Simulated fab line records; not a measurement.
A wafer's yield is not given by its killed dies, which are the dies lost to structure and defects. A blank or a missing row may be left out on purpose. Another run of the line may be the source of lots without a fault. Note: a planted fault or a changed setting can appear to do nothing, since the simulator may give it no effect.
fab line records	flow n5Finfet
record: lots: 7	wafers: 21
route steps=1938 shown BEOL_M5@1130 BEOL_M6@1224 BEOL_M7@1268 BEOL_M8@1335
startH: the number of hours between the record's first day and the start of the first shown wafer of the lot	waitH: hours since the lot's step before	" identical to the entry in the row above	L1.1+2: one row covering several wafers at once	- no value, or no start was given	* or withheld: withheld	< > ~ a bound
route shown NAME@n: a module of which the file shows steps, and the number in the route of the first	usual: mean/standard deviation taken from wafers without a fault	same: alike in all rows	chamber/n: place in a boat	sites: readings site by site	_std_site: standard deviation across them	_edge_site: outer sites' mean less inner sites'	radiusMm: for every site, how far away it sits from the centre of the wafer	mask NAME#n: copy n	behind: the most recent tool/chamber to have shaped the wafer	hold: why the lot was held/for how many hours/how that ended	device: whichever transistor did not switch (one of n, p or np)	end of line: the same wafers' tests at the end of the route	a step with no rows: only its recipe	killed: the dies lost at the first sort to structure and to defects; this is not the yield of the wafer	map: dies across one wafer; x = killed, . = not, _ = none there
set.NAME: the setting the step ran with; set.NAME@STEP: the setting that earlier step ran with	model.NAME: the simulator's own value behind a step, which no gauge read
lots whose settings were changed on purpose; a table a step, a row a wafer
== steps ==
step: N5_BEOL_M5_ETCH_72
recipe: chemistry: N2/H2	target: underlayer	targetDepthA: 65	maskMaterial: CAR-EUV	timeS: 5.2	ionEnergyEv: 200	pressureMtorr: 30	sourceW: 840	biasW: 150	n2FlowSccm: 200	h2FlowSccm: 200	ends: cleared
usual: etchRfOnTimeS: 5.17/0.12	rfVppV: 523.9/2.2
lot.wafer	tool	chamber	startH	waitH	set.biasW	set.spinRpm@BEOL_M5_COAT_71	etchRfOnTimeS	rfVppV	model.etch.depthNm
L074.2	rieDiel-04	3	167.50	0.0	150	1500	5.11	524.6	5.028
L074.3	"	1	"	"	150	1500	5.07	524.6	5.015
L074.4	"	1	"	"	150	1500	5.11	524.4	5.024
L079.3	rieDiel-04	2	209.06	0.0	150	1404	5.20	525.2	5.175
L079.4	"	0	"	"	150	1500	4.98	522.6	4.995
L079.5	"	0	"	"	150	1500	4.99	519.5	5.003
L081.1	rieDiel-04	1	211.56	0.0	150	1575	5.00	524.0	4.889
L081.3	"	3	"	"	124.2	1575	5.49	464.7	4.882
L081.5	"	0	"	"	124.2	1500	5.53	462.3	4.998
L082.1	rieDiel-05	2	215.40	0.0	174.4	1500	4.67	575.2	4.984
L082.2	"	0	"	"	150	1500	5.29	523.9	5.005
L082.4	"	3	"	"	150	1500	5.32	526.9	4.999
L083.2	rieDiel-04	1	235.22	0.0	125	1500	5.60	467.5	5.001
L083.4	"	0	"	"	150	1500	4.99	521.8	4.996
L083.5	"	3	"	"	150	1577	4.96	525.6	4.881
L087.2	rieDiel-05	3	261.72	0.0	123.2	1500	5.88	465.5	5.011
L087.4	"	2	"	"	150	1500	5.02	524.3	5.033
L087.5	"	0	"	"	150	1500	5.27	524.2	5.039
L097.1	rieDiel-05	3	301.10	0.0	150	1500	5.27	527.2	5.01
L097.3	"	2	"	"	150	1346	5.31	523.4	5.285
L097.6	"	3	"	"	170.6	1500	4.95	569.9	5.001
step: N5_BEOL_M6_EXPOSE_25
recipe: maskId: V5	na: 0.33	sourceShape: annular	sigmaInner: 0.4	sigmaOuter: 0.8	polarization: unpolarized	targetCdNm: 40	doseMj: 45
lot.wafer	tool	chamber	startH	waitH	mask	set.doseMj
L074.2+3+4	euvScanner-02	0	181.50	-	V5#0	45
L079.3+5	euvScanner-01	0	222.71	-	V5#0	45
L079.4	"	0	"	"	V5#0	46.14
L081.1+3+5	euvScanner-02	0	225.62	-	V5#0	45
L082.1+2	euvScanner-02	0	231.52	-	V5#0	45
L082.4	"	0	"	"	V5#0	41.86
L083.2+5	euvScanner-02	0	249.26	-	V5#0	45
L083.4	"	0	"	"	V5#0	46.39
L087.2+4+5	euvScanner-02	0	277.31	-	V5#0	45
L097.1+3+6	euvScanner-01	0	314.90	-	V5#0	45
step: N5_BEOL_M6_PEB_26
recipe: pebTempC: 100	pebTimeS: 60	resist: CAR-EUV
step: N5_BEOL_M6_DEVELOP_27
recipe: developTimeS: 30	developer: TMAH	resist: CAR-EUV	rinseLiquid: surfactantRinse	dry: airSpin	devTempC: 23
step: N5_BEOL_M6_CD_MEAS_28
recipe: targetCdNm: 40	landingEnergyEv: 500	detector: seInlens
usual: cdNm: 40.04/0.25
lot.wafer	tool	chamber	startH	waitH	set.doseMj@BEOL_M6_EXPOSE_25	cdNm
L074.2	cdSem-01	0	181.63	-	45	40.30
L074.3	"	0	"	"	45	39.75
L074.4	"	0	"	"	45	39.46
L079.3	cdSem-03	0	222.84	-	45	39.88
L079.4	"	0	"	"	46.14	40.58
L079.5	"	0	"	"	45	40.12
L081.1	cdSem-01	0	225.75	-	45	39.81
L081.3	"	0	"	"	45	39.72
L081.5	"	0	"	"	45	40.31
L082.1	cdSem-01	0	231.65	-	45	40.11
L082.2	"	0	"	"	45	40.49
L082.4	"	0	"	"	41.86	38.13
L083.2	cdSem-01	0	249.39	-	45	39.93
L083.4	"	0	"	"	46.39	40.79
L083.5	"	0	"	"	45	39.90
L087.2	cdSem-03	0	277.44	-	45	40.30
L087.4	"	0	"	"	45	40.02
L087.5	"	0	"	"	45	39.59
L097.1	cdSem-02	0	315.03	-	45	40.10
L097.3	"	0	"	"	45	40.38
L097.6	"	0	"	"	45	40.26
step: N5_BEOL_M6_DESCUM_33
recipe: chemistry: O2	timeS: 7	sourcePowerW: 50	biasPowerW: 20	pressureMtorr: 20	rfFrequencyHz: 2.712e+07	tempC: 40	resist: CAR-EUV	o2FlowSccm: 225
lot.wafer	tool	chamber	startH	waitH	set.doseMj@BEOL_M6_EXPOSE_25	model.BEOL_M6.cdNm
L074.2+3+4	rieDiel-03	2,0,3	182.27	0.6	45	39.8
L079.3+5	rieDiel-03	3,0	222.96	0.0	45	40
L079.4	"	0	"	"	46.14	40.6
L081.1	rieDiel-06	0	225.93	0.1	45	39.8
L081.3+5	"	2,3	"	"	45	40
L082.1	rieDiel-03	2	232.04	0.3	45	40
L082.2	"	0	"	"	45	40.2
L082.4	"	1	"	"	41.86	38.2
L083.2+5	rieDiel-06	1,3	249.51	0.0	45	40
L083.4	"	3	"	"	46.39	40.8
L087.2	rieDiel-01	0	277.56	0.0	45	40.2
L087.4+5	"	1,3	"	"	45	39.8
L097.1+6	rieDiel-06	0,2	315.48	0.4	45	40.2
L097.3	"	2	"	"	45	40.4
step: N5_BEOL_M6_ETCH_72
recipe: chemistry: N2/H2	target: underlayer	targetDepthA: 65	maskMaterial: CAR-EUV	timeS: 5.2	ionEnergyEv: 200	pressureMtorr: 30	sourceW: 840	biasW: 150	n2FlowSccm: 200	h2FlowSccm: 200	ends: cleared
lot.wafer	tool	chamber	startH	waitH	set.doseMj@BEOL_M6_EXPOSE_25	model.BEOL_M6.cdNm
L074.2+3+4	rieDiel-03	2,0,3	182.31	0.0	45	39.8
L079.3+5	rieDiel-03	3,0	222.99	0.0	45	40
L079.4	"	0	"	"	46.14	40.6
L081.1	rieDiel-06	0	225.97	0.0	45	39.8
L081.3+5	"	2,3	"	"	45	40
L082.1	rieDiel-03	2	232.08	0.0	45	40
L082.2	"	0	"	"	45	40.2
L082.4	"	1	"	"	41.86	38.2
L083.2	rieDiel-06	1	249.54	0.0	45	40
L083.4	"	3	"	"	46.39	40.8
L083.5	"	3	"	"	45	40.2
L087.2+5	rieDiel-01	0,3	277.59	0.0	45	40
L087.4	"	1	"	"	45	39.8
L097.1	rieDiel-06	0	315.51	0.0	45	40.2
L097.3+6	"	2	"	"	45	40.4
step: N5_BEOL_M6_ETCH_65
recipe: chemistry: CF4	target: SiARC	targetDepthA: 156	maskMaterial: CAR-EUV	timeS: 26	ionEnergyEv: 80	pressureMtorr: 40	sourceW: 545	biasW: 36	Ar_flow_sccm: 100	cf4FlowSccm: 100	ends: cleared
lot.wafer	tool	chamber	startH	waitH	set.doseMj@BEOL_M6_EXPOSE_25	model.BEOL_M6.cdNm
L074.2+3+4	rieDiel-03	2,0,3	182.33	0.0	45	39.8
L079.3+5	rieDiel-03	3,0	223.01	0.0	45	40
L079.4	"	0	"	"	46.14	40.6
L081.1+3+5	rieDiel-06	0,2,3	225.98	0.0	45	40
L082.1	rieDiel-03	2	232.09	0.0	45	40
L082.2	"	0	"	"	45	40.2
L082.4	"	1	"	"	41.86	38.4
L083.2	rieDiel-06	1	249.56	0.0	45	40
L083.4	"	3	"	"	46.39	40.8
L083.5	"	3	"	"	45	40.2
L087.2+4+5	rieDiel-01	0,1,3	277.61	0.0	45	40
L097.1	rieDiel-06	0	315.53	0.0	45	40.2
L097.3+6	"	2	"	"	45	40.4
step: N5_BEOL_M6_ETCH_66
recipe: chemistry: N2/H2	target: SOC	targetDepthA: 800	overetchA: 160	maskMaterial: SiARC	tempC: 40	timeS: 120	ionEnergyEv: 200	pressureMtorr: 30	sourceW: 840	biasW: 150	n2FlowSccm: 200	h2FlowSccm: 200
lot.wafer	tool	chamber	startH	waitH	set.doseMj@BEOL_M6_EXPOSE_25	model.BEOL_M6.cdNm
L074.2+3	rieDiel-03	2,0	182.35	0.0	45	39.6
L074.4	"	3	"	"	45	40
L079.3	rieDiel-03	3	223.04	0.0	45	40.2
L079.4	"	0	"	"	46.14	40.4
L079.5	"	0	"	"	45	40
L081.1	rieDiel-06	0	226.01	0.0	45	39.6
L081.3	"	2	"	"	45	40.2
L081.5	"	3	"	"	45	39.8
L082.1	rieDiel-03	2	232.12	0.0	45	39.8
L082.2	"	0	"	"	45	40
L082.4	"	1	"	"	41.86	38.2
L083.2	rieDiel-06	1	249.59	0.0	45	39.8
L083.4	"	3	"	"	46.39	40.6
L083.5	"	3	"	"	45	40
L087.2	rieDiel-01	0	277.64	0.0	45	40.2
L087.4	"	1	"	"	45	40
L087.5	"	3	"	"	45	39.6
L097.1	rieDiel-06	0	315.56	0.0	45	40.2
L097.3+6	"	2	"	"	45	40.4
step: N5_BEOL_M7_COAT_59
recipe: resist: SOC	tempC: 250	timeS: 60	spinRpm: 1500	resistThkNm: 100
lot.wafer	tool	chamber	startH	waitH	set.spinRpm	model.SOC_of_BEOL_M7_COAT_59.thkNm
L074.2+3+4	lithoTrack-05	0	186.42	0.1	1500	99.8
L079.3	lithoTrack-01	0	230.25	0.1	1634	95.8
L079.4	"	0	"	"	1500	100
L079.5	"	0	"	"	1500	99.8
L081.1	lithoTrack-01	0	231.07	0.1	1583	97.2
L081.3+5	"	0	"	"	1500	99.8
L082.1	lithoTrack-01	0	237.59	0.1	1500	100.2
L082.2+4	"	0	"	"	1500	100
L083.2	lithoTrack-03	0	253.69	0.1	1578	97.4
L083.4	"	0	"	"	1578	97.8
L083.5	"	0	"	"	1500	100
L087.2+5	lithoTrack-05	0	282.29	0.1	1500	100.2
L087.4	"	0	"	"	1500	100.4
L097.1	lithoTrack-03	0	321.91	0.1	1390	104
L097.3	"	0	"	"	1390	104.2
L097.6	"	0	"	"	1390	104.4
step: N5_BEOL_M7_EXPOSE_08
recipe: maskId: M7	na: 1.35	sourceShape: dipole	sigmaInner: 0.817	sigmaOuter: 0.97	polarization: te	doseMj: 68.25
lot.wafer	tool	chamber	startH	waitH	mask	set.doseMj
L074.2+3+4	arfiScanner-02	0	186.67	-	M7#0	68.25
L079.3+4+5	arfiScanner-01	0	230.38	-	M7#0	68.25
L081.1+5	arfiScanner-02	0	231.31	-	M7#0	70.35
L081.3	"	0	"	"	M7#0	68.25
L082.1+4	arfiScanner-01	0	237.84	-	M7#0	70.69
L082.2	"	0	"	"	M7#0	68.25
L083.2	arfiScanner-03	0	253.94	-	M7#0	68.25
L083.4+5	"	0	"	"	M7#0	70.71
L087.2	arfiScanner-01	0	282.54	-	M7#0	68.25
L087.4+5	"	0	"	"	M7#0	70.85
L097.1+3	arfiScanner-03	0	322.15	-	M7#0	64.62
L097.6	"	0	"	"	M7#0	68.25
step: N5_BEOL_M7_PEB_09
recipe: pebTempC: withheld	pebTimeS: 60	resist: CAR-ArF
step: N5_BEOL_M7_DEVELOP_10
recipe: developTimeS: 30	developer: TMAH	resist: CAR-ArF	rinseLiquid: diw	dry: airSpin	devTempC: 23
step: N5_BEOL_M7_CD_MEAS_11
recipe: targetCdNm: 38.5	landingEnergyEv: 500	detector: seInlens	polarity: opening
usual: cdNm: 38.7/0.51
lot.wafer	tool	chamber	startH	waitH	set.doseMj@BEOL_M7_EXPOSE_08	cdNm
L074.2	cdSem-01	0	186.80	-	68.25	37.6
L074.3	"	0	"	"	68.25	38.9
L074.4	"	0	"	"	68.25	38.3
L079.3	cdSem-01	0	230.50	-	68.25	38.7
L079.4	"	0	"	"	68.25	38.6
L079.5	"	0	"	"	68.25	39.1
L081.1	cdSem-03	0	231.44	-	70.35	40.1
L081.3	"	0	"	"	68.25	38.1
L081.5	"	0	"	"	70.35	39.9
L082.1	cdSem-01	0	237.97	-	70.69	41.1
L082.2	"	0	"	"	68.25	39.4
L082.4	"	0	"	"	70.69	41.4
L083.2	cdSem-03	0	254.07	-	68.25	39.2
L083.4	"	0	"	"	70.71	40.8
L083.5	"	0	"	"	70.71	40.4
L087.2	cdSem-03	0	282.67	-	68.25	38.6
L087.4	"	0	"	"	70.85	40.4
L087.5	"	0	"	"	70.85	40.3
L097.1	cdSem-02	0	322.28	-	64.62	36.8
L097.3	"	0	"	"	64.62	36.9
L097.6	"	0	"	"	68.25	38.8
step: N5_BEOL_M7_DESCUM_16
recipe: chemistry: O2	timeS: 7.9	sourcePowerW: 50	biasPowerW: 20	pressureMtorr: 20	rfFrequencyHz: 2.712e+07	tempC: 40	resist: CAR-ArF	o2FlowSccm: 225
step: N5_BEOL_M7_ETCH_61
recipe: chemistry: CF4	target: SiARC	targetDepthA: 455	maskMaterial: CAR-ArF	timeS: 75.8	ionEnergyEv: 80	pressureMtorr: 40	sourceW: 545	biasW: 36	Ar_flow_sccm: 100	cf4FlowSccm: 100	ends: cleared
lot.wafer	tool	chamber	startH	waitH	set.doseMj@BEOL_M7_EXPOSE_08	model.BEOL_M7.cdOffsetNm
L074.2	rieDiel-05	3	187.02	0.0	68.25	-0.8
L074.3	"	2	"	"	68.25	-0.4
L074.4	"	0	"	"	68.25	0
L079.3+4	rieDiel-04	0,2	231.01	0.0	68.25	0
L079.5	"	1	"	"	68.25	0.8
L081.1	rieDiel-05	0	231.63	0.0	70.35	2
L081.3	"	3	"	"	68.25	-0.4
L081.5	"	3	"	"	70.35	1.6
L082.1	rieDiel-02	3	238.11	0.0	70.69	2.4
L082.2	"	2	"	"	68.25	0.8
L082.4	"	3	"	"	70.69	2.2
L083.2	rieDiel-02	0	254.36	0.0	68.25	0.4
L083.4	"	3	"	"	70.71	2.2
L083.5	"	0	"	"	70.71	1.8
L087.2	rieDiel-02	2	282.79	0.0	68.25	-0.2
L087.4+5	"	2,3	"	"	70.85	1.8
L097.1	rieDiel-05	0	322.40	0.0	64.62	-1.8
L097.3	"	1	"	"	64.62	-2
L097.6	"	0	"	"	68.25	0.4
step: N5_BEOL_M7_ETCH_62
recipe: chemistry: N2/H2	target: SOC	targetDepthA: 1100	overetchA: 220	maskMaterial: SiARC	tempC: 40	timeS: 165	ionEnergyEv: 200	pressureMtorr: 30	sourceW: 840	biasW: 150	n2FlowSccm: 200	h2FlowSccm: 200
lot.wafer	tool	chamber	startH	waitH	set.spinRpm@BEOL_M7_COAT_59	set.doseMj@BEOL_M7_EXPOSE_08	model.BEOL_M7.cdOffsetNm	model.etch.depthNm
L074.2	rieDiel-05	3	187.08	0.0	1500	68.25	-0.6	99.76
L074.3	"	2	"	"	1500	68.25	-0.2	99.74
L074.4	"	0	"	"	1500	68.25	0.2	99.88
L079.3	rieDiel-04	0	231.06	0.0	1634	68.25	0.4	95.77
L079.4	"	2	"	"	1500	68.25	0.4	99.95
L079.5	"	1	"	"	1500	68.25	0.8	99.75
L081.1	rieDiel-05	0	231.69	0.0	1583	70.35	2	97.14
L081.3	"	3	"	"	1500	68.25	-0.2	99.85
L081.5	"	3	"	"	1500	70.35	1.8	99.79
L082.1	rieDiel-02	3	238.19	0.1	1500	70.69	2.4	100.2
L082.2	"	2	"	"	1500	68.25	0.8	100.1
L082.4	"	3	"	"	1500	70.69	2.4	100
L083.2	rieDiel-02	0	254.41	0.0	1578	68.25	0.8	97.34
L083.4	"	3	"	"	1578	70.71	2.2	97.7
L083.5	"	0	"	"	1500	70.71	2	100
L087.2	rieDiel-02	2	282.85	0.0	1500	68.25	0	100.3
L087.4	"	2	"	"	1500	70.85	2	100.3
L087.5	"	3	"	"	1500	70.85	2.2	100.2
L097.1	rieDiel-05	0	322.46	0.0	1390	64.62	-2	104
L097.3	"	1	"	"	1390	64.62	-2	104.3
L097.6	"	0	"	"	1390	68.25	0.2	104.5
step: N5_BEOL_M7_STRIP_68
recipe: chemistry: N2/H2	tempC: 40	n2FlowSccm: 200	h2FlowSccm: 200	rfFrequencyHz: 6e+07
step: N5_BEOL_M7_STRIP_67
recipe: chemistry: CF4	resist: SiARC	powerW: 300	biasPowerW: 75	pressureMtorr: 50	cf4FlowSccm: 150	rfFrequencyHz: 6e+07
step: N5_BEOL_M7_HM_OPEN_17
recipe: chemistry: Cl2/BCl3	targetDepthA: 200	overetchA: 60	target: TiN	maskMaterial: SOC	ionEnergyEv: 150	pressureMtorr: 10	icpW: 1000	biasW: 126	Cl2_flow_sccm: 53.25	bcl3FlowSccm: 21.75	Ar_flow_sccm: 25
lot.wafer	tool	chamber	startH	waitH	set.spinRpm@BEOL_M7_COAT_59	set.doseMj@BEOL_M7_EXPOSE_08	model.BEOL_M7.cdOffsetNm	model.SOC_of_BEOL_M7_COAT_59.thkNm
L074.2	rieMetal-03	0	187.26	0.0	1500	68.25	-0.6	91.8
L074.3	"	1	"	"	1500	68.25	-0.2	91.8
L074.4	"	0	"	"	1500	68.25	0.4	91.8
L079.3	rieMetal-02	1	231.28	0.1	1634	68.25	0.4	88
L079.4	"	0	"	"	1500	68.25	0.4	92
L079.5	"	0	"	"	1500	68.25	1	91.8
L081.1	rieMetal-01	1	231.87	0.0	1583	70.35	2	89
L081.3	"	1	"	"	1500	68.25	-0.2	91.6
L081.5	"	1	"	"	1500	70.35	1.8	91.6
L082.1+4	rieMetal-03	1,0	238.46	0.0	1500	70.69	2.4	92.2
L082.2	"	0	"	"	1500	68.25	1	92.2
L083.2	rieMetal-01	0	254.60	0.0	1578	68.25	0.8	89.4
L083.4	"	0	"	"	1578	70.71	2.2	89.8
L083.5	"	0	"	"	1500	70.71	2.2	92
L087.2	rieMetal-01	0	283.03	0.0	1500	68.25	0	92.4
L087.4	"	0	"	"	1500	70.85	2	92.6
L087.5	"	1	"	"	1500	70.85	2.2	92.2
L097.1	rieMetal-03	0	322.65	0.0	1390	64.62	-2	96
L097.3	"	0	"	"	1390	64.62	-2	96.4
L097.6	"	1	"	"	1390	68.25	0.2	96.6
step: N5_BEOL_M7_STRIP_19
recipe: chemistry: O2	powerW: 400	tempC: 40	pressureMtorr: 30	rfFrequencyHz: 6e+07	biasPowerW: 0	overashFraction: 0.2	o2FlowSccm: 225
step: N5_BEOL_M7_CD_MEAS_18
recipe: pitchNm: 80	targetCdNm: 40
usual: cdNm: 40.2/0.59
lot.wafer	tool	chamber	startH	waitH	set.doseMj@BEOL_M7_EXPOSE_08	cdNm
L074.2	cdSem-02	-	187.47	0.1	68.25	39.5
L074.3	"	-	"	"	68.25	39.9
L074.4	"	-	"	"	68.25	40.4
L079.3	cdSem-02	-	231.59	0.1	68.25	40.6
L079.4	"	-	"	"	68.25	40.4
L079.5	"	-	"	"	68.25	40.9
L081.1	cdSem-02	-	232.19	0.1	70.35	42.1
L081.3	"	-	"	"	68.25	40.1
L081.5	"	-	"	"	70.35	41.9
L082.1	cdSem-03	-	238.64	0.0	70.69	42.3
L082.2	"	-	"	"	68.25	40.6
L082.4	"	-	"	"	70.69	42.3
L083.2	cdSem-02	-	254.78	0.1	68.25	40.5
L083.4	"	-	"	"	70.71	42.6
L083.5	"	-	"	"	70.71	42.1
L087.2	cdSem-03	-	283.32	0.1	68.25	39.9
L087.4	"	-	"	"	70.85	42.0
L087.5	"	-	"	"	70.85	42.1
L097.1	cdSem-02	-	322.83	0.0	64.62	38.2
L097.3	"	-	"	"	64.62	37.7
L097.6	"	-	"	"	68.25	40.1
step: N5_BEOL_M7_COAT_63
recipe: resist: SOC	tempC: 250	timeS: 60	spinRpm: 1500	resistThkNm: 60
step: N5_BEOL_M7_COAT_64
recipe: resist: SiARC	tempC: 220	timeS: 60	spinRpm: 1500	resistThkNm: 12
step: N5_BEOL_M7_PRECLEAN_42
recipe: chemistry: residueRemover	timeS: 60	tempC: 40
step: N5_BEOL_M7_SRD_43
recipe: timeS: 30	tempC: 23	rinseLiquid: diw	dry: ipaMarangoni
step: N5_BEOL_M7_CD_MEAS_35
recipe: targetCdNm: 40	polarity: opening
usual: cdNm: 40.2/0.64
lot.wafer	tool	chamber	startH	waitH	set.doseMj@BEOL_M7_EXPOSE_08	cdNm
L074.2	cdSem-01	-	188.82	0.0	68.25	39.5
L074.3	"	-	"	"	68.25	39.8
L074.4	"	-	"	"	68.25	40.1
L079.3	cdSem-03	-	232.89	0.0	68.25	40.5
L079.4	"	-	"	"	68.25	40.5
L079.5	"	-	"	"	68.25	40.9
L081.1	cdSem-02	-	234.06	0.0	70.35	42.1
L081.3	"	-	"	"	68.25	39.8
L081.5	"	-	"	"	70.35	41.9
L082.1	cdSem-03	-	241.50	0.0	70.69	42.8
L082.2	"	-	"	"	68.25	40.8
L082.4	"	-	"	"	70.69	42.5
L083.2	cdSem-03	-	257.97	0.0	68.25	41.1
L083.4	"	-	"	"	70.71	42.3
L083.5	"	-	"	"	70.71	41.9
L087.2	cdSem-03	-	286.72	0.0	68.25	40.3
L087.4	"	-	"	"	70.85	42.1
L087.5	"	-	"	"	70.85	42.3
L097.1	cdSem-02	-	325.37	0.0	64.62	38.1
L097.3	"	-	"	"	64.62	38.0
L097.6	"	-	"	"	68.25	40.3
step: N5_BEOL_M8_PECVD_70
recipe: material: SiO2	targetThkA: 200	tempC: 400	precursor: TEOS/O2	pressureTorr: 5.5	rfW: 450	teosFlowSccm: 53.8	gas: O2	flowSccm: 3000	timeS: 22.7
lot.wafer	tool	chamber	startH	waitH	set.tempC	model.SiO2_of_BEOL_M8_PECVD_70.thkNm
L074.2+3+4	pecvd-03	2,1,0	192.84	0.0	400	19.8
L079.3	pecvd-02	2	236.72	0.1	400	20
L079.4	"	1	"	"	400	19.8
L079.5	"	1	"	"	395.2	20.2
L081.1+3+5	pecvd-03	2,1,0	238.69	0.0	400	19.6
L082.1	pecvd-04	1	244.96	0.0	400	19.6
L082.2	"	2	"	"	400	19.8
L082.4	"	2	"	"	400	20
L083.2	pecvd-04	0	261.06	0.0	408.9	18.6
L083.4	"	2	"	"	408.9	19
L083.5	"	1	"	"	400	19.6
L087.2	pecvd-03	1	289.75	0.0	415.4	18
L087.4	"	2	"	"	400	20.2
L087.5	"	1	"	"	400	20.4
L097.1	pecvd-03	1	328.65	0.0	400	20.2
L097.3	"	0	"	"	400	19.6
L097.6	"	0	"	"	415.8	17.4
== key ==
split: step: N5_BEOL_M5_ETCH_72	setting: biasW	stated: 150	by: wafer
response: step: N5_BEOL_M5_ETCH_72	reading: etchRfOnTimeS	change: *	per: 1%	r: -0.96
response: step: N5_BEOL_M5_ETCH_72	reading: rfVppV	change: +3.31	per: 1%	r: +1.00
split: step: N5_BEOL_M6_EXPOSE_25	setting: doseMj	stated: 45	by: wafer
response: step: N5_BEOL_M6_CD_MEAS_28	reading: cdNm	change: +0.299	per: 1%	r: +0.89
response: step: N5_BEOL_M6_DESCUM_33	reading: model.BEOL_M6.cdNm	change: +0.267	per: 1%	r: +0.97
response: step: N5_BEOL_M6_ETCH_72	reading: model.BEOL_M6.cdNm	change: +0.262	per: 1%	r: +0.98
response: step: N5_BEOL_M6_ETCH_65	reading: model.BEOL_M6.cdNm	change: +0.24	per: 1%	r: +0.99
response: step: N5_BEOL_M6_ETCH_66	reading: model.BEOL_M6.cdNm	change: +0.229	per: 1%	r: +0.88
split: step: N5_BEOL_M7_COAT_59	setting: spinRpm	stated: 1500	by: wafer
response: step: N5_BEOL_M7_COAT_59	reading: model.SOC_of_BEOL_M7_COAT_59.thkNm	change: -0.462	per: 1%	r: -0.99
response: step: N5_BEOL_M7_ETCH_62	reading: model.etch.depthNm	change: -0.467	per: 1%	r: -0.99
response: step: N5_BEOL_M7_HM_OPEN_17	reading: model.SOC_of_BEOL_M7_COAT_59.thkNm	change: -0.449	per: 1%	r: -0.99
split: step: N5_BEOL_M7_EXPOSE_08	setting: doseMj	stated: 68.25	by: wafer
response: step: N5_BEOL_M7_CD_MEAS_11	reading: cdNm	change: +0.446	per: 1%	r: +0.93
response: step: N5_BEOL_M7_ETCH_61	reading: model.BEOL_M7.cdOffsetNm	change: +0.484	per: 1%	r: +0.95
response: step: N5_BEOL_M7_ETCH_62	reading: model.BEOL_M7.cdOffsetNm	change: +0.469	per: 1%	r: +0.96
response: step: N5_BEOL_M7_HM_OPEN_17	reading: model.BEOL_M7.cdOffsetNm	change: +0.464	per: 1%	r: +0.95
response: step: N5_BEOL_M7_CD_MEAS_18	reading: cdNm	change: +0.494	per: 1%	r: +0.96
response: step: N5_BEOL_M7_CD_MEAS_35	reading: cdNm	change: +0.46	per: 1%	r: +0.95
split: step: N5_BEOL_M8_PECVD_70	setting: tempC	stated: 400	by: wafer
response: step: N5_BEOL_M8_PECVD_70	reading: model.SiO2_of_BEOL_M8_PECVD_70.thkNm	change: -0.567	per: 1%	r: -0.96
split outsideThisFile step=N5_BEOL_M5_COAT_71 setting=spinRpm
split outsideThisFile: this setting was split too, and the file shows its column; the key of that split is in another file
